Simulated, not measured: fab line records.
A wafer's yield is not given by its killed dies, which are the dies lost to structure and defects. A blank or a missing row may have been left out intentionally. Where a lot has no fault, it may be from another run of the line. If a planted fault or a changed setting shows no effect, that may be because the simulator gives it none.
fab line records	flow n5Finfet	part 2 of 2: steps 4 to 6 of 6
[record] lots = 19	wafers = 57	lastDay = 18
route steps=1938 shown BEOL_M12@1616 BEOL_M13@1693 BEOL_M14@1730
lots with no fault: from the same line, run without faults
startH: the number of hours between the record's first day and the start of the first shown wafer of the lot	waitH: hours from the lot's prior step to this one	" identical to the entry in the row above	L1.1+2: a single row standing in for several wafers	- no value present, or no start provided	* or withheld: withheld	< > ~ a bound
route shown NAME@n: names a module that has steps shown in the file, with the first one's number in the route	usual: mean and standard deviation over wafers with no fault	same: alike in all rows	chamber/n: place in a boat	sites: readings site by site	_std_site: the standard deviation of these	_edge_site: mean of outer sites minus mean of inner sites	radiusMm: for every site, how far away it sits from the centre of the wafer	mask NAME#n: copy n	behind: tool/chamber where the wafer was last shaped	hold: the reason the lot was held/the length of the hold in hours/how it ended	device: which transistor (n, p or np) failed to switch	end of line: the tests these same wafers got at the end of their route	a step without rows: its recipe alone	killed: count of dies lost to structure and defects at first sort (not the wafer's yield)	map: per-die view of a wafer (x killed, . not killed, _ where there is no die)
set.NAME: the run value of the setting; set.NAME@STEP: its run value at that earlier step	model.NAME: the simulator's own value behind a step, which no gauge read
steps of the route over a sample of lots; a table a step, a row a wafer
services: a tool's chamber out of use, with start hour (startH, from the record's first day; less than 0 if before it), hours out, and reason
[[steps]]
[step N5_BEOL_M14_OVL_MEAS_29]
[recipe] pointsPerWafer = 44
[usual] M14_OVL = -5/5.5
lot.wafer	tool	chamber	startH	waitH	M14_OVL[nm]
L074.3	overlay-01	0	284.78	0.0	-11
L074.4	"	0	"	"	-8
L074.5	"	0	"	"	-13
L076.1	overlay-01	0	287.65	0.0	-6
L076.2	"	0	"	"	-7
L076.5	"	0	"	"	3
L082.1	overlay-02	0	302.42	0.0	-5
L082.4	"	0	"	"	-4
L082.5	"	0	"	"	-2
L081.1	overlay-01	0	303.36	0.0	-8
L081.3	"	0	"	"	-18
L081.6	"	0	"	"	-11
L077.1	overlay-01	0	303.92	0.0	-8
L077.3	"	0	"	"	-10
L077.6	"	0	"	"	-10
L080.1	overlay-02	0	313.55	0.0	-8
L080.4	"	0	"	"	-2
L080.5	"	0	"	"	-4
L078.1	overlay-01	0	325.77	0.0	-4
L078.4	"	0	"	"	-5
L078.5	"	0	"	"	0
L084.2	overlay-01	0	331.93	0.0	-14
L084.5	"	0	"	"	-9
L084.6	"	0	"	"	-7
L083.3	overlay-02	0	335.50	0.0	-5
L083.5	"	0	"	"	-8
L083.6	"	0	"	"	-3
L085.2	overlay-01	0	342.91	0.0	-5
L085.3	"	0	"	"	4
L085.5	"	0	"	"	-2
L089.1	overlay-01	0	360.19	0.0	-11
L089.3	"	0	"	"	-8
L089.5	"	0	"	"	-8
L088.1	overlay-01	0	360.54	0.0	4
L088.2	"	0	"	"	-3
L088.3	"	0	"	"	3
L087.3	overlay-02	0	362.22	0.0	-13
L087.4	"	0	"	"	-6
L087.5	"	0	"	"	-11
L090.1	overlay-01	0	364.29	0.0	-7
L090.2	"	0	"	"	0
L090.6	"	0	"	"	3
L092.2	overlay-01	0	381.88	0.0	4
L092.4	"	0	"	"	5
L092.6	"	0	"	"	-5
L094.1	overlay-01	0	382.11	0.0	-6
L094.2	"	0	"	"	-1
L094.4	"	0	"	"	4
L093.2	overlay-01	0	383.64	0.0	-7
L093.3	"	0	"	"	-4
L093.6	"	0	"	"	-4
L096.1	overlay-01	0	405.23	0.0	-5
L096.3	"	0	"	"	-9
L096.5	"	0	"	"	-7
L097.2	overlay-01	0	409.29	0.0	5
L097.3	"	0	"	"	-6
L097.6	"	0	"	"	2
[step N5_BEOL_M14_OCD_MEAS_35]
[usual] trenchDepthNm = 557/12
lot.wafer	tool	chamber	startH	waitH	trenchDepthNm
L074.3	ocd-01	-	285.97	0.0	551
L074.4	"	-	"	"	537
L074.5	"	-	"	"	545
L076.1	ocd-01	-	288.44	0.0	565
L076.2	"	-	"	"	524
L076.5	"	-	"	"	569
L082.1	ocd-01	-	303.11	0.0	564
L082.4	"	-	"	"	571
L082.5	"	-	"	"	572
L081.1	ocd-02	-	304.08	0.0	571
L081.3	"	-	"	"	575
L081.6	"	-	"	"	565
L077.1	ocd-02	-	304.69	0.0	548
L077.3	"	-	"	"	564
L077.6	"	-	"	"	549
L080.1	ocd-02	-	314.34	0.0	550
L080.4	"	-	"	"	554
L080.5	"	-	"	"	548
L078.1	ocd-01	-	326.47	0.0	568
L078.4	"	-	"	"	562
L078.5	"	-	"	"	566
L084.2	ocd-02	-	332.60	0.0	529
L084.5	"	-	"	"	548
L084.6	"	-	"	"	532
L083.3	ocd-02	-	336.30	0.0	559
L083.5	"	-	"	"	576
L083.6	"	-	"	"	548
L085.2	ocd-01	-	343.76	0.0	553
L085.3	"	-	"	"	568
L085.5	"	-	"	"	550
L089.1	ocd-01	-	360.86	0.0	560
L089.3	"	-	"	"	545
L089.5	"	-	"	"	542
L088.1	ocd-01	-	361.29	0.0	568
L088.2	"	-	"	"	568
L088.3	"	-	"	"	562
L087.3	ocd-01	-	363.10	0.0	566
L087.4	"	-	"	"	558
L087.5	"	-	"	"	564
L090.1	ocd-02	-	365.29	0.0	561
L090.2	"	-	"	"	572
L090.6	"	-	"	"	566
L092.2	ocd-01	-	382.75	0.0	535
L092.4	"	-	"	"	573
L092.6	"	-	"	"	530
L094.1	ocd-02	-	382.81	0.0	546
L094.2	"	-	"	"	553
L094.4	"	-	"	"	568
L093.2	ocd-01	-	384.55	0.0	566
L093.3	"	-	"	"	568
L093.6	"	-	"	"	567
L096.1	ocd-01	-	405.90	0.0	549
L096.3	"	-	"	"	552
L096.5	"	-	"	"	555
L097.2	ocd-02	-	410.32	0.0	562
L097.3	"	-	"	"	563
L097.6	"	-	"	"	567
[step N5_BEOL_M14_STRIP_37]
[recipe] chemistry = O2	powerW = 600	tempC = 60	pressureMtorr = 30	rfFrequencyHz = 6e+07	biasPowerW = 0	overashFraction = 0.3	o2FlowSccm = 225
[usual] chamberPressureMTorr = 30.00/0.057	drypumpMotorCurrentA = 5.7/0.42	oesProductAu = 0.82/0.069	rfVppV = 3.5/0.97	showerheadPlenumPTorr = 2.07/0.074	throttleValvePct = 16.65/0.21
lot.wafer	tool	chamber	startH	waitH	chamberPressureMTorr	drypumpMotorCurrentA	oesProductAu	rfHoursCounterH	rfVppV	showerheadPlenumPTorr	throttleValvePct
L074.3	rieDiel-06	3	288.92	2.9	30.08	6.0	0.94	11	3.9	2.08	16.70
L074.4	"	3	"	"	30.08	6.0	0.94	-	2.8	2.08	16.74
L074.5	"	2	"	"	29.89	4.9	0.85	-	3.1	2.12	16.82
L076.1	rieDiel-03	3	295.30	6.9	30.04	5.8	0.77	136	2.5	2.12	16.99
L076.2	"	1	"	"	30.05	5.8	0.85	54	3.6	2.15	16.39
L076.5	"	2	"	"	30.01	5.8	0.89	-	3.9	2.25	16.66
L082.1	rieDiel-03	2	305.28	2.2	29.96	5.8	0.92	25	3.3	2.24	16.70
L082.4	"	3	"	"	29.91	5.8	0.75	139	4.3	2.12	16.95
L082.5	"	1	"	"	29.99	5.8	0.85	-	3.0	2.15	16.38
L077.1	rieDiel-01	3	307.97	3.3	29.91	6.1	0.79	120	3.3	2.02	16.34
L077.3	"	0	"	"	29.99	4.9	0.90	16	5.2	2.05	16.67
L077.6	"	1	"	"	30.03	6.3	0.86	-	3.1	2.05	16.56
L081.1	rieDiel-06	0	311.19	7.1	29.97	5.8	0.73	166	3.3	1.99	16.39
L081.3	"	2	"	"	30.01	4.9	0.84	90	2.5	2.11	16.82
L081.6	"	0	"	"	30.06	5.8	0.74	-	2.9	1.99	16.39
L080.1	rieDiel-01	2	322.67	8.3	29.99	5.8	0.84	78	3.3	2.06	16.86
L080.4	"	1	"	"	29.99	6.3	0.87	49	3.3	2.05	16.56
L080.5	"	3	"	"	29.98	6.1	0.77	-	3.9	2.02	16.36
L078.1	rieDiel-01	2	326.51	0.0	30.06	5.8	0.83	79	3.6	2.06	16.86
L078.4	"	3	"	"	29.94	6.1	0.78	126	4.2	2.02	16.38
L078.5	"	2	"	"	30.00	5.8	0.82	-	2.7	2.06	16.85
L084.2	rieDiel-01	0	333.33	0.7	30.03	4.9	0.87	25	3.5	2.05	16.76
L084.5	"	1	"	"	30.05	6.4	0.84	-	2.6	2.05	16.59
L084.6	"	2	"	"	30.03	5.8	0.82	-	3.7	2.06	16.87
L083.3	rieDiel-03	1	339.65	3.3	29.98	5.8	0.83	70	1.6	2.14	16.40
L083.5	"	0	"	"	30.07	5.2	0.66	-	5.2	1.97	16.66
L083.6	"	3	"	"	30.07	5.8	0.74	-	3.4	2.11	16.98
L085.2	rieDiel-01	2	344.07	0.3	30.01	5.7	0.83	87	3.8	2.06	16.86
L085.3	"	0	"	"	29.98	4.8	0.87	30	4.7	2.05	16.69
L085.5	"	2	"	"	30.01	5.7	0.83	-	3.8	2.05	16.88
L089.1	rieDiel-01	3	362.57	1.7	30.01	6.1	0.78	139	5.0	2.02	16.41
L089.3	"	2	"	"	30.03	5.8	0.80	93	3.3	2.05	16.90
L089.5	"	1	"	"	29.99	6.3	0.82	-	4.3	2.05	16.60
L088.1	rieDiel-06	2	363.20	1.9	30.01	4.9	0.82	112	3.1	2.11	16.88
L088.2	"	3	"	"	29.97	6.0	0.87	40	2.6	2.07	16.80
L088.3	"	1	"	"	30.04	5.8	0.88	27	3.6	2.04	16.52
L087.3	rieDiel-06	2	365.87	2.8	30.02	4.9	0.81	114	3.1	2.11	16.91
L087.4	"	0	"	"	29.98	5.7	0.72	186	2.4	1.98	16.40
L087.5	"	0	"	"	30.02	5.8	0.73	-	3.1	1.98	16.39
L090.1	rieDiel-03	1	373.19	7.9	29.98	5.9	0.83	86	3.1	2.14	16.43
L090.2	"	2	"	"	29.92	5.8	0.85	52	2.8	2.23	16.73
L090.6	"	1	"	"	29.93	5.8	0.80	-	3.1	2.14	16.41
L092.2	rieDiel-06	3	383.07	0.3	29.98	6.0	0.84	48	4.0	2.07	16.82
L092.4	"	2	"	"	30.05	4.9	0.80	120	3.7	2.10	16.89
L092.6	"	3	"	"	30.06	6.0	0.86	-	3.9	2.07	16.82
L094.1	rieDiel-03	2	383.14	0.3	29.89	5.8	0.86	57	5.3	2.23	16.76
L094.2	"	1	"	"	29.98	5.9	0.80	91	3.0	2.14	16.43
L094.4	"	0	"	"	29.93	5.2	0.97	4	2.8	2.23	16.23
L093.2	rieDiel-06	1	384.59	0.0	30.02	5.7	0.88	37	3.3	2.04	16.54
L093.3	"	3	"	"	29.97	6.0	0.85	49	3.7	2.07	16.81
L093.6	"	0	"	"	30.17	5.8	0.73	-	3.4	1.98	16.45
L096.1	rieDiel-06	1	409.54	3.6	30.02	5.8	0.85	44	3.3	2.04	16.54
L096.3	"	2	"	"	30.01	4.9	0.80	128	2.4	2.10	16.92
L096.5	"	0	"	"	30.02	5.8	0.72	-	4.1	1.97	16.46
L097.2	rieDiel-03	3	410.87	0.6	29.92	5.8	0.71	182	4.8	2.10	17.05
L097.3	"	2	"	"	30.02	5.8	0.83	67	3.6	2.23	16.77
L097.6	"	1	"	"	29.96	5.8	0.79	-	3.9	2.13	16.43
[[services]]
tool	chamber	startH	hours	kind
rieDiel-02	-	257.01	2.8	pm
rieDiel-02	3	261.30	17.6	repair
rieDiel-06	1	282.21	-	clean
rieDiel-06	1	282.21	-	consumableReplace:focusRing
rieDiel-06	1	282.21	13.8	scheduledDown
rieDiel-06	1	282.21	13.8	ventCycle
rieDiel-04	3	301.26	-	clean
rieDiel-01	2	306.55	1.8	repair
rieDiel-02	1	307.24	11.4	repair
rieDiel-01	-	317.64	2.8	pm
rieDiel-05	-	330.98	14.6	pm
rieDiel-03	0	361.23	-	clean
rieDiel-03	0	361.23	-	consumableReplace:focusRing
rieDiel-03	0	361.23	-	consumableReplace:showerhead
rieDiel-03	0	361.23	14.1	scheduledDown
rieDiel-03	0	361.23	14.1	ventCycle
rieDiel-02	0	377.97	-	clean
rieDiel-02	0	377.97	-	consumableReplace:focusRing
rieDiel-02	0	377.97	-	consumableReplace:showerhead
rieDiel-02	0	377.97	28.3	scheduledDown
rieDiel-02	0	377.97	28.3	ventCycle
rieDiel-05	-	379.52	0.5	repair
rieDiel-02	3	381.15	5.7	repair
rieDiel-02	2	400.52	7.9	repair
